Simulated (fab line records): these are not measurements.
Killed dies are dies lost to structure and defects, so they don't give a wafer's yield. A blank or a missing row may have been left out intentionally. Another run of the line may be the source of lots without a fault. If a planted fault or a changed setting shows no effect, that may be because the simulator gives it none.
2 desks looking at one fault -- flow n5_finfet -- each desk has only its own numbers; what lay behind them comes last

FROM THE METROLOGY DESK
What the gauges read, lot by lot, whatever tool the lot ran on: means of the sampled wafers that have a number. Any lot whose mean is over 4 standard deviations away from the usual mean is out of limits and marked OUT; that distance is given in the brackets.
Columns: A = cd_nm at N5_BEOL_M11_CD_MEAS_18, usual 70.0 nm
lot,first seen here,A
L596,day 10 07:29,70.3
L601,day 11 14:08,69.8
L599,day 11 17:45,70.1
L604,day 12 19:25,70.1
L605,day 13 03:14,70.3
L612,day 14 17:35,69.8
L613,day 15 01:39,69.7
L615,day 15 09:10,69.2
L616,day 15 12:34,69.9
L617,day 16 04:49,70.2
L619,day 16 12:35,69.9
This desk's verdict: no lot among the 11 shows anything out of limits.

FOR THE TOOL OWNER'S DESK: litho_track-01
The tool's own readings at N5_BEOL_M11_COAT_63 (time 60 s, resist thk 100 nm): means of the sampled wafers that have a number, for each lot that ran on this tool. Any lot whose mean is over 4 standard deviations away from the usual mean is out of limits and marked OUT; that distance is given in the brackets.
Columns: A = spin_speed_rpm at N5_BEOL_M11_COAT_63, usual 1500.0 rpm
lot,first seen here,A
L599,day 11 19:41,1499.8
L604,day 12 20:53,1499.9
L605,day 13 03:20,1500.2
L612,day 14 17:40,1499.8
L613,day 15 03:13,1566.1 (+66) OUT
L615,day 15 10:14,1566.1 (+66) OUT
This desk's verdict: out of limits on L613, L615, starting with L613 at day 15 03:13 (spin_speed_rpm at N5_BEOL_M11_COAT_63). In limits: L599, L604, L605, L612.

TAKEN TOGETHER
The tool owner's desk could have raised an alarm at day 15 03:13, on L613, L615.
At the metrology desk, nothing out of limits was observed.
The metrology desk holds a record of L613, L615, inside its limits.
The lots listed all ran N5_BEOL_M11_COAT_63 on litho_track-01.

WHAT WAS PUT IN BY THE SIMULATOR
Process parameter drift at N5_BEOL_M11_COAT_63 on litho_track-01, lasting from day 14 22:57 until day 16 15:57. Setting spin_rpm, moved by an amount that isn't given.
Lots struck among those shown: L613, L615.
Each desk's first reading out of limits, in hours after the fault started: the tool owner's desk, 4.
